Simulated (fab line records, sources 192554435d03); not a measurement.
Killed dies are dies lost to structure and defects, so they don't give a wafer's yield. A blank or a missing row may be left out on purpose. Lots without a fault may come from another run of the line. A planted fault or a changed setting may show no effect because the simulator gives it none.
Chamber matching | flow n5_finfet | N5_MOL_CONTACT_COAG_ETCH_48 on rie_diel-06: 4 sister chambers
The step etches SiOC in C4F6/O2, target depth 15 nm, overetch 4.5 nm, time 17 s. 22 wafers are shown with their chamber, then 11 later ones without.

WAFERS WITH THEIR CHAMBER
wafer  | chamber | rf_vpp_V (V) | showerhead_plenum_p_Torr (Torr) | drypump_motor_current_A (A)
L074.3 | 2       | 1629         | 2.89                            | 5.1
L074.5 | 1       | 1578         | 3.03                            | 6.0
L074.6 | 3       | 1664         | 2.81                            | 5.3
L075.1 | 2       | 1629         | 2.88                            | 5.2
L075.3 | 0       | 1524         | 2.71                            | 5.7
L075.5 | 1       | 1577         | 3.03                            | 5.9
L079.4 | 2       | 1630         | 2.88                            | 5.1
L079.5 | 0       | 1525         | 2.71                            | 5.7
L079.6 | 1       | 1576         | 3.03                            | 6.0
L080.2 | 3       | 1663         | 2.81                            | 5.3
L080.3 | 2       | 1630         | 2.88                            | 5.1
L080.6 | 1       | 1577         | 3.03                            | 6.0
L082.2 | 0       | 1526         | 2.70                            | 5.7
L082.3 | 3       | 1662         | 2.80                            | 5.3
L082.4 | 2       | 1628         | 2.88                            | 5.1
L084.1 | 2       | 1628         | 2.88                            | 5.1
L084.2 | 3       | 1662         | 2.80                            | 5.3
L084.3 | 1       | 1578         | 3.02                            | 6.0
L087.1 | 3       | 1663         | 2.80                            | 5.3
L087.2 | 2       | 1629         | 2.87                            | 5.1
L087.3 | 0       | 1525         | 2.70                            | 5.7
L091.1 | 2       | 1627         | 2.87                            | 5.2

SIGNATURES (means of the wafers above)
reading                  | chamber 0 | chamber 1 | chamber 2 | chamber 3 | scatter within a chamber
rf_vpp_V                 | 1525.00   | 1577.20   | 1628.75   | 1662.80   | 0.916
showerhead_plenum_p_Torr | 2.7050    | 3.0280    | 2.8788    | 2.8040    | 0.00571
drypump_motor_current_A  | 5.700     | 5.980     | 5.125     | 5.300     | 0.0357
Rule: a wafer's distance from a chamber is the root of the sum, over the readings, of the square of ((its reading less the chamber's mean) divided by the reading's scatter). The wafer belongs to the nearest chamber; if the next one is less than 2 further off, it can't be placed. The scatter: the root of (the sum of the squares of (reading less its chamber's mean) over the shown wafers, divided by (wafers less chambers)).

WAFERS WITHOUT THEIR CHAMBER
wafer  | rf_vpp_V (V) | showerhead_plenum_p_Torr (Torr) | drypump_motor_current_A (A)
L091.3 | 1576         | 3.02                            | 6.0
L091.5 | 1628         | 2.87                            | 5.2
L093.1 | 1575         | 3.02                            | 5.9
L093.3 | 1629         | 2.87                            | 5.1
L093.4 | 1663         | 2.80                            | 5.2
L095.2 | 1627         | 2.87                            | 5.1
L095.5 | 1661         | 2.79                            | 5.3
L095.6 | 1524         | 2.69                            | 5.7
L097.3 | 1627         | 2.87                            | 5.2
L097.5 | 1523         | 2.69                            | 5.7
L097.6 | 1661         | 2.79                            | 5.3

WHICH CHAMBER EACH WENT THROUGH
wafer  | from the rows above | in truth
L091.3 | 1                   | 1
L091.5 | 2                   | 2
L093.1 | 1                   | 1
L093.3 | 2                   | 2
L093.4 | 3                   | 3
L095.2 | 2                   | 2
L095.5 | 3                   | 3
L095.6 | 0                   | 0
L097.3 | 2                   | 2
L097.5 | 0                   | 0
L097.6 | 3                   | 3
Placed correctly: 11 of 11. Can't be placed from these rows: 0. Placed wrongly: 0.
